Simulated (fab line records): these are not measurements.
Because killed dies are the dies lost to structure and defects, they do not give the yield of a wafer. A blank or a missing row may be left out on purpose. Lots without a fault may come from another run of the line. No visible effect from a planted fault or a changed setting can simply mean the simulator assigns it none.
Matching of chambers + flow nand_harc + NHARC_A_CONTACT_CMP_20 on cmp-02: 4 sister chambers
The step polishes, t overpolish 30 s, target thk 300 nm. 8 wafers are shown with their chamber, then 8 later ones without.

== EACH WAFER AND ITS CHAMBER ==
| wafer  | chamber | motor_current_A (A) | time_to_endpoint_s (s) |
|--------|---------|---------------------|------------------------|
| L081.6 | 2       | 11.5                | 61                     |
| L085.1 | 3       | 12.6                | 65                     |
| L085.3 | 0       | 14.7                | 66                     |
| L085.4 | 1       | 13.5                | 59                     |
| L086.1 | 0       | 13.2                | 60                     |
| L086.3 | 3       | 12.5                | 59                     |
| L086.4 | 2       | 11.9                | 58                     |
| L092.3 | 1       | 12.3                | 58                     |

== WAFERS WITHOUT THEIR CHAMBER ==
| wafer  | motor_current_A (A) | time_to_endpoint_s (s) |
|--------|---------------------|------------------------|
| L092.4 | 11.3                | 66                     |
| L092.5 | 11.3                | 64                     |
| L096.1 | 11.4                | 64                     |
| L096.3 | 12.2                | 63                     |
| L096.6 | 13.3                | 58                     |
| L097.3 | 13.0                | 58                     |
| L097.4 | 11.9                | 63                     |
| L097.6 | 12.0                | 62                     |

== CHAMBER TAKEN BY EACH ==
| wafer  | from the rows above               | in truth |
|--------|-----------------------------------|----------|
| L092.4 | can't be placed: 2 or 3 or 1 or 0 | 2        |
| L092.5 | can't be placed: 2 or 3 or 1      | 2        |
| L096.1 | can't be placed: 2 or 3 or 1      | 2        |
| L096.3 | can't be placed: 3 or 2 or 1 or 0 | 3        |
| L096.6 | can't be placed: 1 or 3 or 0 or 2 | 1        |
| L097.3 | can't be placed: 1 or 3 or 2 or 0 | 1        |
| L097.4 | can't be placed: 3 or 2 or 1 or 0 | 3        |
| L097.6 | can't be placed: 3 or 2 or 1      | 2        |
Correctly placed: 0 of 8. These rows do not allow placing 8 (true chamber among the candidates in 8). Wrongly placed: 0.
How it was worked out, from the rows above alone: a wafer's distance from a chamber is the root of the sum, over the readings, of the square of ((its reading less the chamber's mean) divided by the reading's scatter). If the next closest chamber is less than 2 further off than the closest, the wafer can't be placed; otherwise it belongs to the closest. Each chamber's mean is taken over the wafers shown for it. The scatter is the square root of a quotient: the sum, over the shown wafers, of each reading's squared deviation from its chamber's mean, divided by wafers minus chambers.
